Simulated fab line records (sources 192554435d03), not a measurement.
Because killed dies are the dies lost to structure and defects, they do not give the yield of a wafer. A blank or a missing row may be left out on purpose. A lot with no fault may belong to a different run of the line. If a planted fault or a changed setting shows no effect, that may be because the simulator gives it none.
Chamber matching ; flow n5_finfet ; 4 sister chambers for N5_BEOL_M5_DESCUM_16 on rie_diel-05
The step chemistry O2, time 7 s. 20 wafers are shown with their chamber, then 10 later ones without.

## WAFERS, EACH WITH ITS CHAMBER
wafer;chamber;showerhead_plenum_p_Torr (Torr);throttle_valve_pct (%);drypump_motor_current_A (A)
L074.1;2;2.12;20.20;5.57
L074.2;3;2.23;20.47;6.09
L074.3;0;2.01;20.69;5.85
L075.2;3;2.22;20.47;6.09
L075.3;1;2.07;20.00;5.74
L075.6;3;2.22;20.48;6.14
L079.1;2;2.11;20.22;5.55
L079.2;0;2.01;20.70;5.83
L079.4;3;2.22;20.49;6.17
L082.2;3;2.22;20.49;6.14
L082.3;1;2.07;20.01;5.72
L082.6;1;2.07;20.00;5.73
L084.1;0;2.01;20.71;5.85
L084.2;1;2.07;20.00;5.72
L084.4;3;2.22;20.51;6.15
L086.2;0;2.01;20.73;5.84
L086.3;3;2.22;20.52;6.14
L086.4;0;2.01;20.71;5.82
L092.1;1;2.06;20.04;5.70
L092.2;0;2.00;20.74;5.83

SIGNATURES (means of the wafers above)
reading;chamber 0;chamber 1;chamber 2;chamber 3;scatter within a chamber
showerhead_plenum_p_Torr;2.0083;2.0680;2.1150;2.2214;0.00432
throttle_valve_pct;20.7133;20.0100;20.2100;20.4900;0.0183
drypump_motor_current_A;5.8367;5.7220;5.5600;6.1314;0.0214
Rule: for each reading, subtract the chamber's mean from the wafer's reading, divide by that reading's scatter and square the result; add these up over the readings and take the root, which gives the wafer's distance from the chamber. The wafer belongs to the nearest chamber; if the next one is less than 2 further off, it can't be placed. The scatter: the root of (the sum of the squares of (reading less its chamber's mean) over the shown wafers, divided by (wafers less chambers)).

## WAFERS WHOSE CHAMBER IS MISSING
wafer;showerhead_plenum_p_Torr (Torr);throttle_valve_pct (%);drypump_motor_current_A (A)
L092.4;2.21;20.54;6.12
L095.2;2.00;20.75;5.83
L095.3;2.06;20.06;5.72
L095.5;2.21;20.55;6.09
L096.1;2.00;20.74;5.85
L096.2;2.11;20.25;5.58
L096.3;2.21;20.55;6.12
L097.3;2.11;20.24;5.59
L097.4;2.06;20.07;5.72
L097.6;2.21;20.56;6.10

## WHICH CHAMBER EACH ONE RAN IN
wafer;from the rows above;in truth
L092.4;3;3
L095.2;0;0
L095.3;1;1
L095.5;3;3
L096.1;0;0
L096.2;2;2
L096.3;3;3
L097.3;2;2
L097.4;1;1
L097.6;3;3
Correct placement for 10 of the 10. Number that these rows cannot place: 0. Number placed wrongly: 0.
